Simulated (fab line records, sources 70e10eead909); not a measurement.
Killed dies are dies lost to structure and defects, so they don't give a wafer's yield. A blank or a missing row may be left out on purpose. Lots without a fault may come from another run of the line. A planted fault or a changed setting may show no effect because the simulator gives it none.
fab line records | flow nand_harc | part 1 of 2: steps 1 to 22 of 31
record lots=5 wafers=15 last_day=23
route steps=1159 shown A_SGD_CUT@763 A_SLIT@779
lots that met no fault: from a run of the same line without faults
start_h: hours from the record's first day to the start of the lot's first wafer shown | wait_h: hours since the lot's step before | " the same as in the row above | L1.1+2: a row that stands for several wafers | - no value, or no start given | * or withheld: withheld | < > ~ a bound
route shown NAME@n: a module of which the file shows steps, and the number in the route of the first | usual: mean/standard deviation of fault-free wafers | same: alike in all rows | chamber/n: place in a boat | sites: the reading at each site | _std_site: their standard deviation | _edge_site: outer sites' mean less inner sites' | radius_mm: how far each site lies from the wafer's centre | mask NAME#n: copy n | behind: the tool/chamber that last shaped the wafer | hold: why the lot was held/for how many hours/how that ended | device: the transistor (n, p or np) that didn't switch | end of line: the same wafers' tests at the end of the route | a step without rows: its recipe alone | killed: dies lost to structure and defects at the first sort, not the wafer's yield | map: a wafer's dies, x killed, . not, _ none there
set.NAME: the setting as run; set.NAME@STEP: as run at that earlier step | model.NAME: the simulator's own value behind a step, which no gauge read
lots at some steps of the route; a table a step, a row a wafer
services: from which hour (start_h, from the record's first day; less than 0 if before it) a tool's chamber was out of use, for how many hours, and why
## steps
# step NHARC_A_SGD_CUT_ETCH_59
# recipe target_depth_a=2600 over_etch_frac=0.25 time_s=406.25 ion_energy_ev=200 n2_flow_sccm=150 h2_flow_sccm=150 ar_flow_sccm=0 rf_w=400 bias_w=150 chemistry=N2/H2
# usual bias_w=150.0/0.43 drypump_motor_current_A=5.8/0.54 oes_product_au=1.003/0.0095 rf_vpp_V=430.4/2.2 showerhead_plenum_p_Torr=2.03/0.073 throttle_valve_pct=14.170/0.0099
# columns lot.wafer tool chamber start_h wait_h bias_w drypump_motor_current_A oes_product_au rf_hours_counter_h rf_vpp_V showerhead_plenum_p_Torr throttle_valve_pct
L078.3 rie_diel-13 2 - - 150.7 6.5 1.020 3 428.6 1.97 14.177
L078.2 " 1 " " 150.2 5.4 0.994 3 431.4 2.11 14.139
L078.6 " 3 " " 149.4 4.8 1.001 - 433.1 2.13 14.169
L080.3 rie_diel-13 1 - - 150.0 5.4 0.993 4 432.5 2.11 14.176
L080.2 " 2 " " 149.3 6.5 1.010 4 429.0 1.97 14.167
L080.1 " 3 " " 150.5 4.8 1.004 4 433.4 2.13 14.164
L086.1 rie_diel-13 3 - - 150.0 4.8 0.992 8 431.9 2.13 14.176
L086.6 " 3 " " 150.6 4.8 0.997 - 432.7 2.13 14.158
L086.5 " 0 " " 150.5 5.2 1.000 - 432.0 2.08 14.166
L088.4 rie_diel-02 3 - - 150.2 6.6 1.000 7 428.1 1.96 14.188
L088.1 " 0 " " 150.2 5.8 1.002 6 426.9 1.94 14.170
L088.2 " 1 " " 150.0 5.9 0.992 5 430.0 1.96 14.162
L090.2 rie_diel-13 0 - - 149.5 5.3 1.008 9 433.5 2.08 14.157
L090.4 " 2 " " 149.9 6.5 1.019 - 430.0 1.96 14.180
L090.5 " 0 " " 149.8 5.3 1.005 - 430.9 2.08 14.163
# step NHARC_A_SGD_CUT_ETCH_15
# recipe target_depth_a=750 time_s=64.3 ch3f_flow_sccm=50 o2_flow_sccm=30 ar_flow_sccm=200 rf_w=500 bias_w=100 chemistry=CH3F/O2
# usual bias_w=100.0/0.34 drypump_motor_current_A=5.8/0.53 oes_product_au=0.965/0.018 rf_vpp_V=263.8/1.4 showerhead_plenum_p_Torr=2.45/0.082 throttle_valve_pct=20.662/0.0091
# columns lot.wafer tool chamber start_h wait_h bias_w drypump_motor_current_A oes_product_au rf_hours_counter_h rf_vpp_V showerhead_plenum_p_Torr throttle_valve_pct
L078.2 rie_diel-13 3 - - 100.1 4.8 0.979 4 265.2 2.56 20.666
L078.3 " 0 " " 100.4 5.3 0.998 4 265.3 2.50 20.671
L078.6 " 0 " " 100.1 5.3 0.992 - 265.2 2.50 20.651
L080.2 rie_diel-13 2 - - 99.9 6.5 0.967 4 262.9 2.37 20.659
L080.1 " 3 " " 99.4 4.8 0.983 4 265.9 2.56 20.674
L080.3 " 0 " " 100.0 5.2 0.990 4 265.4 2.50 20.659
L086.1 rie_diel-13 0 - - 99.6 5.3 0.944 9 263.6 2.50 20.672
L086.5 " 2 " " 100.1 6.5 0.952 - 263.0 2.37 20.669
L086.6 " 3 " " 99.6 4.8 0.941 - 263.5 2.56 20.643
L088.2 rie_diel-02 1 - - 100.0 5.9 0.969 5 262.7 2.37 20.664
L088.4 " 2 " " 99.5 5.6 0.976 6 265.2 2.55 20.656
L088.1 " 0 " " 99.9 5.8 0.973 6 261.3 2.34 20.648
L090.2 rie_diel-13 1 - - 100.5 5.4 0.953 10 263.1 2.53 20.664
L090.5 " 1 " " 100.4 5.4 0.954 - 265.1 2.53 20.658
L090.4 " 0 " " 99.4 5.2 0.961 - 264.5 2.50 20.659
# step NHARC_A_SGD_CUT_ETCH_16
# recipe target_depth_a=3105 time_s=155.2 c4f8_flow_sccm=withheld o2_flow_sccm=8 ar_flow_sccm=withheld rf_w=600 bias_w=800 chemistry=C4F8/O2/Ar
# usual bias_w=800.1/2.2 oes_product_au=0.973/0.018 rf_vpp_V=723/3.4
# columns lot.wafer tool chamber start_h wait_h bias_w oes_product_au rf_hours_counter_h rf_vpp_V
L078.2 rie_diel-13 0 - - 797.4 1.001 4 727
L078.3 " 1 " " 798.0 0.959 4 727
L078.6 " 0 " " 799.0 0.990 - 724
L080.2 rie_diel-13 2 - - 798.1 0.972 4 718
L080.3 " 0 " " 798.2 0.978 4 725
L080.1 " 1 " " 798.9 0.950 5 727
L086.1 rie_diel-13 3 - - 797.0 0.950 8 727
L086.6 " 0 " " 798.5 0.949 - 725
L086.5 " 1 " " 799.3 0.945 - 726
L088.1 rie_diel-02 0 - - 804.4 0.980 6 718
L088.2 " 2 " " 799.9 0.979 6 728
L088.4 " 3 " " 800.7 0.963 7 721
L090.2 rie_diel-13 1 - - 803.5 0.924 11 726
L090.5 " 0 " " 796.0 0.930 - 724
L090.4 " 1 " " 800.5 0.913 - 726
# step NHARC_A_SGD_CUT_STRIP_60
# recipe c4f8_flow_sccm=withheld o2_flow_sccm=8 ar_flow_sccm=withheld bias_w=0 chemistry=C4F8/O2/Ar
# columns lot.wafer tool chamber start_h wait_h
L078.2+3+6 rie_diel-13 3,1,3 - -
L080.3+2+1 rie_diel-13 2,3,0 - -
L086.1+6+5 rie_diel-13 3,3,0 - -
L088.1+2+4 rie_diel-02 3,1,2 - -
L090.2+4+5 rie_diel-13 1,2,1 - -
# step NHARC_A_SGD_CUT_STRIP_17
# recipe o2_flow_sccm=500 ar_flow_sccm=0 bias_w=0 chemistry=O2
# usual drypump_motor_current_A=5.8/0.55 oes_product_au=1.002/0.0089 rf_vpp_V=57.8/0.89 showerhead_plenum_p_Torr=3.52/0.11 throttle_valve_pct=17.037/0.0093
# same bias_w=0
# columns lot.wafer tool chamber start_h wait_h drypump_motor_current_A oes_product_au rf_hours_counter_h rf_vpp_V showerhead_plenum_p_Torr throttle_valve_pct
L078.3 rie_diel-13 3 - - 4.8 1.001 4 57.4 3.67 17.019
L078.2 " 0 " " 5.3 1.004 4 58.7 3.59 17.020
L078.6 " 2 " " 6.5 1.002 - 57.8 3.41 17.044
L080.2 rie_diel-13 3 - - 4.8 1.000 4 57.6 3.67 17.031
L080.1 " 1 " " 5.4 0.987 5 59.2 3.63 17.023
L080.3 " 2 " " 6.5 1.005 4 57.6 3.41 17.038
L086.1 rie_diel-13 3 - - 4.8 1.001 8 57.9 3.67 17.018
L086.6 " 3 " " 4.8 0.998 - 59.7 3.67 17.043
L086.5 " 0 " " 5.3 0.995 - 58.8 3.59 17.039
L088.4 rie_diel-02 1 - - 5.9 0.990 5 57.7 3.41 17.029
L088.1 " 3 " " 6.6 1.009 7 56.9 3.41 17.044
L088.2 " 0 " " 5.9 1.001 6 58.5 3.37 17.052
L090.2 rie_diel-13 2 - - 6.5 1.005 10 56.6 3.41 17.028
L090.4 " 0 " " 5.3 1.012 - 57.1 3.59 17.047
L090.5 " 1 " " 5.4 0.991 - 57.4 3.63 17.033
# step NHARC_A_SGD_CUT_PRECLEAN_18
# recipe time_s=* temp_c=50 bath_age_min=0 chemistry=SC1
# usual diw_flow_mL_min=1415/4.2
# columns lot.wafer tool chamber start_h wait_h diw_flow_mL_min
L078.6 wet_bench-07 1 330.86 - 1400
L078.2 " 2 " " 1418
L078.3 " 3 " " 1417
L080.2 wet_bench-07 5 339.31 - 1414
L080.3 " 7 " " 1410
L080.1 " 1 " " 1416
L086.5 wet_bench-02 6 385.74 - 1417
L086.1 " 7 " " 1413
L086.6 " 0 " " 1415
L088.2 wet_bench-02 6 395.68 - 1420
L088.4 " 7 " " 1420
L088.1 " 1 " " 1409
L090.2 wet_bench-07 7 408.02 - 1412
L090.5 " 2 " " 1420
L090.4 " 3 " " 1413
# step NHARC_A_SGD_CUT_SRD_19
# columns lot.wafer tool chamber start_h wait_h
L078.6+2+3 wet_bench-07 1,2,3 - -
L080.2+3+1 wet_bench-07 5,7,1 - -
L086.5+1+6 wet_bench-02 6,7,0 - -
L088.2+4+1 wet_bench-02 6,7,1 - -
L090.2+5+4 wet_bench-07 7,2,3 408.07 0.0
# step NHARC_A_SGD_CUT_DEP_20
# recipe target_thk_a=1500 temp_c=65 material=SiO2
# columns lot.wafer tool chamber start_h wait_h
L078.2+3+6 fcvd-01 1 331.03 -
L080.1+2+3 fcvd-01 0,1,0 339.45 -
L086.1+6+5 fcvd-01 1,1,0 385.88 -
L088.1+2+4 fcvd-02 0,1,1 395.82 -
L090.2+4+5 fcvd-02 0,0,1 408.21 0.1
# step NHARC_A_SGD_CUT_ANNEAL_27
# recipe temp_c=450 time_s=1800
# columns lot.wafer tool chamber start_h wait_h
L078.2+3+6 furnace-05 0 331.93 0.9
L080.1+2+3 furnace-04 0 341.88 2.4
L086.1+5+6 furnace-04 0 392.23 6.3
L088.1+2+4 furnace-04 0 398.70 2.9
L090.2+4+5 furnace-04 0 415.33 7.1
# step NHARC_A_SGD_CUT_CMP_21
# recipe target_thk_nm=148.19
# usual motor_current_A=11.7/1.4 slurry_filter_dp_kPa=13.51/0.13 time_to_endpoint_s=49/3.1
# columns lot.wafer tool chamber start_h wait_h motor_current_A slurry_filter_dp_kPa time_to_endpoint_s
L078.2 cmp-02 3 333.53 0.5 12.2 13.81 45
L078.3 " 1 " " 10.4 13.52 45
L078.6 " 0 " " 11.2 13.44 47
L080.2 cmp-02 1 343.33 0.4 10.4 13.29 48
L080.1 " 2 " " 12.2 13.52 55
L080.3 " 3 " " 12.1 13.47 48
L086.1 cmp-03 3 393.71 0.4 11.6 13.51 52
L086.6 " 2 " " 11.1 13.41 56
L086.5 " 3 " " 11.8 13.52 52
L088.1 cmp-03 1 400.17 0.4 14.1 13.46 51
L088.2 " 2 " " 11.8 13.47 56
L088.4 " 3 " " 11.7 13.43 56
L090.2 cmp-03 0 418.06 1.6 12.4 13.46 51
L090.4 " 1 " " 13.8 13.70 45
L090.5 " 0 " " 12.3 13.50 52
# step NHARC_A_SGD_CUT_THK_MEAS_22
# recipe thk_meas_gauge=ellipsometry
# usual thk_nm=147.7/1.6
# columns lot.wafer tool chamber start_h wait_h thk_nm
L078.2 film_metro-02 - 333.79 0.2 147.9
L078.3 " - " " 149.9
L078.6 " - " " 148.6
L080.1 film_metro-01 - 343.59 0.2 148.1
L080.2 " - " " 149.2
L080.3 " - " " 146.9
L086.1 film_metro-01 - 393.94 0.2 148.6
L086.5 " - " " 149.1
L086.6 " - " " 147.0
L088.1 film_metro-01 - 400.42 0.2 148.4
L088.2 " - " " 148.8
L088.4 " - " " 150.9
L090.2 film_metro-02 - 418.29 0.2 148.2
L090.4 " - " " 146.8
L090.5 " - " " 149.4
# step NHARC_A_SGD_CUT_SRD_23
# columns lot.wafer tool chamber start_h wait_h
L078.3+6+2 wet_bench-07 2,3,4 333.84 0.1
L080.3+2+1 wet_bench-07 5,7,2 343.63 0.0
L086.5+6+1 wet_bench-02 1,2,3 393.99 0.0
L088.1+4+2 wet_bench-01 5,6,0 400.47 0.0
L090.4+5+2 wet_bench-01 3,4,5 418.34 0.0
# step NHARC_A_SGD_CUT_ETCH_26
# recipe target_depth_a=458 chemistry=dHF material=SiO2
# columns lot.wafer tool chamber start_h wait_h
L078.3+6+2 wet_bench-07 2,3,4 333.87 0.0
L080.3+2+1 wet_bench-07 5,7,2 343.66 0.0
L086.5+6+1 wet_bench-02 1,2,3 394.02 0.0
L088.1+4+2 wet_bench-01 5,6,0 400.50 0.0
L090.4+5+2 wet_bench-01 3,4,5 418.36 0.0
# step NHARC_A_SGD_CUT_ETCHBACK_24
# recipe target_depth_a=500 over_etch_frac=0.3 time_s=92.857 ion_energy_ev=120 ch3f_flow_sccm=50 o2_flow_sccm=30 ar_flow_sccm=200 rf_w=500 bias_w=100 chemistry=CH3F/O2
# usual bias_w=99.97/0.3 drypump_motor_current_A=5.7/0.54 oes_product_au=0.96/0.038 rf_vpp_V=244.5/1.5 showerhead_plenum_p_Torr=2.46/0.082 throttle_valve_pct=20.662/0.0092
# columns lot.wafer tool chamber start_h wait_h bias_w drypump_motor_current_A oes_product_au rf_hours_counter_h rf_vpp_V showerhead_plenum_p_Torr throttle_valve_pct
L078.2 rie_diel-12 3 334.11 0.2 99.76 6.0 0.95 13 244.7 2.49 20.675
L078.3 " 0 " " 100.00 6.3 0.95 12 244.2 2.37 20.655
L078.6 " 2 " " 99.96 6.2 0.96 - 246.8 2.58 20.672
L080.3 rie_diel-02 1 343.82 0.2 99.72 5.9 1.01 1 242.6 2.37 20.664
L080.1 " 2 " " 99.88 5.6 1.00 1 245.7 2.55 20.652
L080.2 " 0 " " 99.66 5.8 1.00 1 243.7 2.34 20.649
L086.1 rie_diel-13 2 394.16 0.1 99.79 6.5 0.93 9 243.0 2.37 20.668
L086.6 " 2 " " 100.15 6.5 0.93 - 243.2 2.37 20.674
L086.5 " 1 " " 99.87 5.4 0.91 - 245.4 2.53 20.662
L088.1 rie_diel-02 0 400.65 0.1 99.55 5.8 0.94 7 241.3 2.34 20.665
L088.2 " 2 " " 100.33 5.6 0.94 7 244.8 2.55 20.661
L088.4 " 3 " " 99.99 6.6 0.93 - 243.2 2.37 20.664
L090.2 rie_diel-13 2 418.51 0.1 100.14 6.5 0.93 11 241.5 2.37 20.657
L090.4 " 2 " " 100.45 6.5 0.93 - 243.2 2.37 20.661
L090.5 " 1 " " 100.22 5.4 0.91 - 245.2 2.53 20.659
# step NHARC_A_SGD_CUT_STRIP_28
# recipe time_s=20 o2_flow_sccm=500 ar_flow_sccm=0 bias_w=0 chemistry=O2
# usual drypump_motor_current_A=5.8/0.55 oes_product_au=1.002/0.0097 rf_vpp_V=57.8/0.94 showerhead_plenum_p_Torr=3.53/0.12 throttle_valve_pct=17.036/0.0087
# same bias_w=0
# columns lot.wafer tool chamber start_h wait_h drypump_motor_current_A oes_product_au rf_hours_counter_h rf_vpp_V showerhead_plenum_p_Torr throttle_valve_pct
L078.2 rie_diel-12 1 - - 5.2 1.007 14 57.5 3.46 17.033
L078.3 " 3 " " 6.0 0.991 13 56.9 3.57 17.044
L078.6 " 2 " " 6.2 1.000 - 58.4 3.69 17.047
L080.3 rie_diel-02 3 - - 6.6 1.010 1 56.6 3.41 17.028
L080.1 " 0 " " 5.8 0.997 1 59.2 3.37 17.049
L080.2 " 2 " " 5.6 1.008 1 59.1 3.65 17.023
L086.1 rie_diel-13 2 394.39 0.2 6.5 1.010 9 56.4 3.41 17.037
L086.6 " 2 " " 6.5 1.008 - 58.0 3.41 17.032
L086.5 " 1 " " 5.4 0.983 - 58.6 3.63 17.038
L088.1 rie_diel-02 3 400.82 0.2 6.6 0.993 8 56.6 3.41 17.029
L088.2 " 0 " " 5.8 0.999 7 55.9 3.37 17.022
L088.4 " 3 " " 6.7 0.998 - 56.2 3.41 17.034
L090.2 rie_diel-13 2 418.69 0.2 6.5 1.000 11 56.3 3.41 17.044
L090.5 " 2 " " 6.5 1.018 - 57.8 3.41 17.026
L090.4 " 0 " " 5.3 1.008 - 56.8 3.58 17.039
# step NHARC_A_SGD_CUT_INSPECT_25
# usual raw_defect_count=295/85
# columns lot.wafer tool chamber start_h wait_h raw_defect_count
L078.2 defect_inspect-02 - 334.39 - 491
L078.3 " - " " 397
L078.6 " - " " 310
L080.1 defect_inspect-01 - 344.06 - 319
L080.2 " - " " 290
L080.3 " - " " 405
L086.1 defect_inspect-01 - 394.51 0.1 336
L086.5 " - " " 349
L086.6 " - " " 242
L088.1 defect_inspect-01 - 400.93 - 468
L088.2 " - " " 393
L088.4 " - " " 353
L090.2 defect_inspect-01 - 418.79 - 748
L090.4 " - " " 302
L090.5 " - " " 562
# step NHARC_A_SLIT_DEP_25
# recipe target_thk_a=2000 temp_c=400 pressure_torr=6.5 rf_w=900 teos_flow_sccm=161.4 flow_sccm=2650 target_thk_nm=200 gas=O2 material=SiO2
# usual heater_power_w=555/87 throttle_valve_pct=15.7/0.47
# columns lot.wafer tool chamber start_h wait_h heater_power_w since_wet_clean_h throttle_valve_pct
L078.3 pecvd-03 2 334.86 0.5 505 30 15.9
L078.2 " 1 " " 466 30 16.1
L078.6 " 1 " " 494 - 15.8
L080.2 pecvd-04 0 344.42 0.4 503 136 15.8
L080.1 " 1 " " 477 136 16.8
L080.3 " 2 " " 658 136 15.8
L086.1 pecvd-02 2 394.58 0.1 505 48 15.1
L086.6 " 2 " " 494 - 15.2
L086.5 " 1 " " 647 - 16.2
L088.2 pecvd-04 0 400.99 0.1 482 12 15.2
L088.1 " 2 " " 637 12 15.0
L088.4 " 2 " " 642 - 14.9
L090.2 pecvd-02 2 418.90 0.1 467 72 15.1
L090.5 " 2 " " 465 - 14.9
L090.4 " 0 " " 455 - 15.2
# step NHARC_A_SLIT_DEP_00
# recipe target_thk_a=32000 temp_c=400 material=aC
# usual throttle_valve_pct=35.000/0.0096
# columns lot.wafer tool chamber start_h wait_h throttle_valve_pct
L078.2 acl_dep-01 0 337.58 - 35.007
L078.3 " 0 " " 35.010
L078.6 " 0 " " 34.999
L080.1 acl_dep-02 0 346.44 - 35.003
L080.2 " 0 " " 34.990
L080.3 " 0 " " 35.012
L086.1 acl_dep-03 0 396.78 - 35.008
L086.5 " 0 398.09 - 34.998
L086.6 " 0 " " 35.004
L088.1 acl_dep-01 0 401.79 - 34.981
L088.2 " 0 " " 35.014
L088.4 " 0 " " 35.005
L090.2 acl_dep-01 0 419.56 - 35.006
L090.4 " 0 " " 35.025
L090.5 " 0 " " 34.990
# step NHARC_A_SLIT_DEP_23
# recipe target_thk_a=1000 target_thk_nm=100 temp_c=400 pressure_torr=3.5 flow_sccm=200 rf_w=350 material=SiON
# usual heater_power_w=749/89
# columns lot.wafer tool chamber start_h wait_h heater_power_w since_wet_clean_h
L078.2 pecvd-03 2 339.28 1.4 669 34
L078.3 " 1 " " 683 34
L078.6 " 1 " " 671 -
L080.1 pecvd-03 1 348.42 1.7 633 43
L080.2 " 2 " " 759 43
L080.3 " 0 " " 657 43
L086.1 pecvd-04 1 398.82 1.7 809 9
L086.6 " 0 " " 645 -
L086.5 " 1 " " 809 -
L088.2 pecvd-02 1 403.77 1.3 925 57
L088.1 " 2 " " 689 57
L088.4 " 2 " " 709 -
L090.2 pecvd-02 1 421.19 1.3 810 74
L090.4 " 1 " " 849 -
L090.5 " 2 " " 622 -
# step NHARC_A_SLIT_DEHYDRATE_01
# recipe temp_c=150 time_s=120
# usual chill_plate_temp_C=22.98/0.11
# columns lot.wafer tool chamber start_h wait_h chill_plate_temp_C
L078.2 litho_track-06 0 339.54 0.2 22.88
L078.3 " 0 " " 22.80
L078.6 " 0 " " 22.69
L080.1 litho_track-06 0 348.69 0.2 22.90
L080.2 " 0 " " 22.95
L080.3 " 0 " " 23.00
L086.1 litho_track-04 0 399.04 0.2 23.05
L086.5 " 0 " " 23.22
L086.6 " 0 " " 23.23
L088.1 litho_track-04 0 404.06 0.2 23.07
L088.2 " 0 " " 22.96
L088.4 " 0 " " 22.89
L090.2 litho_track-06 0 421.49 0.3 22.88
L090.4 " 0 " " 22.88
L090.5 " 0 " " 22.84
# step NHARC_A_SLIT_HMDS_02
# recipe time_s=30
# usual chill_plate_temp_C=22.97/0.12
# columns lot.wafer tool chamber start_h wait_h chill_plate_temp_C
L078.2 litho_track-06 0 - - 22.82
L078.3 " 0 " " 22.81
L078.6 " 0 " " 22.96
L080.1 litho_track-06 0 - - 22.94
L080.2 " 0 " " 22.93
L080.3 " 0 " " 23.15
L086.1 litho_track-04 0 - - 23.10
L086.5 " 0 " " 23.09
L086.6 " 0 " " 23.18
L088.1 litho_track-04 0 - - 23.04
L088.2 " 0 " " 23.06
L088.4 " 0 " " 23.06
L090.2 litho_track-06 0 - - 23.03
L090.4 " 0 " " 23.13
L090.5 " 0 " " 23.11
# step NHARC_A_SLIT_COAT_03
# recipe spin_rpm=1500 resist_thk_nm=90
# usual chill_plate_temp_C=23.01/0.13 spin_speed_rpm=1499.9/0.98
# columns lot.wafer tool chamber start_h wait_h chill_plate_temp_C spin_speed_rpm
L078.2 litho_track-06 0 - - 22.84 1501.6
L078.3 " 0 " " 22.79 1498.4
L078.6 " 0 " " 22.83 1499.3
L080.1 litho_track-06 0 - - 22.89 1498.8
L080.2 " 0 " " 22.87 1499.7
L080.3 " 0 " " 22.82 1499.9
L086.1 litho_track-04 0 - - 23.11 1498.7
L086.5 " 0 " " 23.01 1498.5
L086.6 " 0 " " 23.01 1500.1
L088.1 litho_track-04 0 - - 22.93 1499.1
L088.2 " 0 " " 23.03 1501.1
L088.4 " 0 " " 23.03 1501.4
L090.2 litho_track-06 0 - - 23.01 1500.4
L090.4 " 0 " " 22.84 1500.9
L090.5 " 0 " " 23.01 1499.3
